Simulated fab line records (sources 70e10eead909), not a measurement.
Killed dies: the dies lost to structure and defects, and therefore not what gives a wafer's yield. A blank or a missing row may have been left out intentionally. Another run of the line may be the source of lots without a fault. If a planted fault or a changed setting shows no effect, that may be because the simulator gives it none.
Matching of chambers :: flow nand-harc :: rie-diel-02 running NHARC_P_M0_STRIP_18: 4 sister chambers
The step strips in N2/H2. 4 wafers are shown with their chamber, then 10 later ones without.

## WAFERS PAIRED WITH THEIR CHAMBERS
wafer: L083.1
chamber: 1
drypump-motor-current-A (A): 5.8

wafer: L083.5
chamber: 0
drypump-motor-current-A (A): 4.8

wafer: L085.6
chamber: 2
drypump-motor-current-A (A): 6.3

wafer: L086.5
chamber: 3
drypump-motor-current-A (A): 5.8

## WAFERS WHOSE CHAMBER IS MISSING
wafer: L086.6
drypump-motor-current-A (A): 4.8

wafer: L090.2
drypump-motor-current-A (A): 6.3

wafer: L090.3
drypump-motor-current-A (A): 5.8

wafer: L090.5
drypump-motor-current-A (A): 5.9

wafer: L096.1
drypump-motor-current-A (A): 5.8

wafer: L096.3
drypump-motor-current-A (A): 5.8

wafer: L096.5
drypump-motor-current-A (A): 6.3

wafer: L097.2
drypump-motor-current-A (A): 6.4

wafer: L097.3
drypump-motor-current-A (A): 5.8

wafer: L097.6
drypump-motor-current-A (A): 5.9

## WHICH CHAMBER EACH ONE RAN IN
wafer: L086.6
from the rows above: 0
in truth: 0

wafer: L090.2
from the rows above: 2
in truth: 2

wafer: L090.3
from the rows above: can't be placed: 1 or 3
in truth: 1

wafer: L090.5
from the rows above: can't be placed: 1 or 3
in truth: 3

wafer: L096.1
from the rows above: can't be placed: 1 or 3
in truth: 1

wafer: L096.3
from the rows above: can't be placed: 1 or 3
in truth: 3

wafer: L096.5
from the rows above: 2
in truth: 2

wafer: L097.2
from the rows above: 2
in truth: 2

wafer: L097.3
from the rows above: can't be placed: 1 or 3
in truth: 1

wafer: L097.6
from the rows above: can't be placed: 1 or 3
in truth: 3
Placed correctly: 4 of 10. Not placeable from these rows: 6 (in 6, the candidates include the true chamber). Placed wrongly: 0.
How it was worked out, from the rows above alone: a wafer's distance from a chamber is the root of the sum, over the readings, of the square of ((its reading less the chamber's mean) divided by the reading's scatter). If the next closest chamber is less than 2 further off than the closest, the wafer can't be placed; otherwise it belongs to the closest. Each chamber's mean is taken over the wafers shown for it. The scatter (one wafer shown for each chamber): square how far every hidden wafer sits from the nearest shown wafer, average those squares and take the square root.
